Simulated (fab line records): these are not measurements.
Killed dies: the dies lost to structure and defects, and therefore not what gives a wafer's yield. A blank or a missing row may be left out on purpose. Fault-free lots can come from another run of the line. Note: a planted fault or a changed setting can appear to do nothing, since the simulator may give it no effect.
Code-filled problem report in 8D (eight disciplines) form + flow n5_finfet + the parts of the form that need people (team, actions taken, sign-off) are left out

1. THE PROBLEM
run_length_s at N5_BEOL_M8_CURE_75 reads a mean of 208.4 s on 1 wafer of 1 lot; wafers without a fault read 178.3 s with a standard deviation of 1.5. Relative to the usual mean, that is a shift of +20 standard deviations.
The step: cures SiCOH lowk, time 120 s.
The first sign was on wafer L425.3 at day 11 12:22, on uv_cure-03. At this step, 32 wafers from 13 lots have a number in the record. Rule for "out", or "out of limits": more than 4 standard deviations from the usual mean. All remaining wafers that have a number are taken as sound.

2. WHAT IT IS; WHAT IT IS NOT
| question                    | is                | is not                                                                                             |
|-----------------------------|-------------------|----------------------------------------------------------------------------------------------------|
| which readings at this step | run_length_s      | lamp_power_pct                                                                                     |
| which lots                  | L425              | L418, L420, L421, L422, L423, L424, L434, L435, L436, L438, L439, L440                             |
| which wafers of those lots  | L425.3            | L425.1, L425.4                                                                                     |
| read on which tools         | uv_cure-03        | uv_cure-01, uv_cure-02                                                                             |
| when                        | from day 11 12:22 | up to then (15 sound wafers); but 16 sound wafers of L434, L435, L436, L438, L439, L440 came after |

3. SUSPECTS, AND WHAT RULES EACH OUT
Counting: if a tool at a process step up to the reading ran every lot that is out, it stays a suspect. Sound lots after the first of them don't rule it out here, since some wafers of a struck lot are sound.
- rie_diel-04 at N5_BEOL_M8_DESCUM_16 (chemistry O2, time 7.9 s): kept. It ran the lot that is out, L425 (day 11 10:41); its last sound lot up to then is L424 (day 10 15:47).
- uv_cure-03 at N5_BEOL_M8_CURE_75 (cures SiCOH lowk, time 120 s): kept. It ran the lot that is out, L425 (day 11 12:22); its last sound lot up to then is L424 (day 10 18:55). Out on those wafers are its own readings of run_length_s.
- Within rie_diel-04 at N5_BEOL_M8_DESCUM_16: the wafers that are out ran in chamber 3; their sound lot-mates ran in chambers 0, 1.
After counting, rie_diel-04 at N5_BEOL_M8_DESCUM_16 and uv_cure-03 at N5_BEOL_M8_CURE_75 remain.

4. THE CAUSE (what the simulator had put in)
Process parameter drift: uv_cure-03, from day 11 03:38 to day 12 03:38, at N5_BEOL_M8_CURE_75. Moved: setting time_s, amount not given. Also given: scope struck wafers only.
Counting left 2 suspects, and this tool is among them.

5. THE EFFECT CHAIN, in route order
One row per reading whose mean, taken over the struck wafers that have a number, lies over 3 standard deviations from the usual. Only readings whose record carries a usual standard deviation are examined. hours: median over the lots of the time between each lot's start at the first step of this table that gives one and its start at this step. sigmas: the change, counted in usual standard deviations.
| hours | step               | reading      | usual   | on struck wafers | change | sigmas |
|-------|--------------------|--------------|---------|------------------|--------|--------|
| 0     | N5_BEOL_M8_CURE_75 | run_length_s | 178.3 s | 208.4            | +30.1  | +20    |
Process steps it contains:
- N5_BEOL_M8_CURE_75: cures SiCOH lowk, time 120 s.
Later steps that measure or inspect, where all struck wafers having a row at the step show a number for every such reading and not one has moved that far: N5_BEOL_M8_INSPECT_58.

6. WHAT WOULD HAVE CAUGHT IT SOONER
In this record the first reading out of limits was taken at day 11 12:22, 9 hours after the fault began at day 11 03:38.
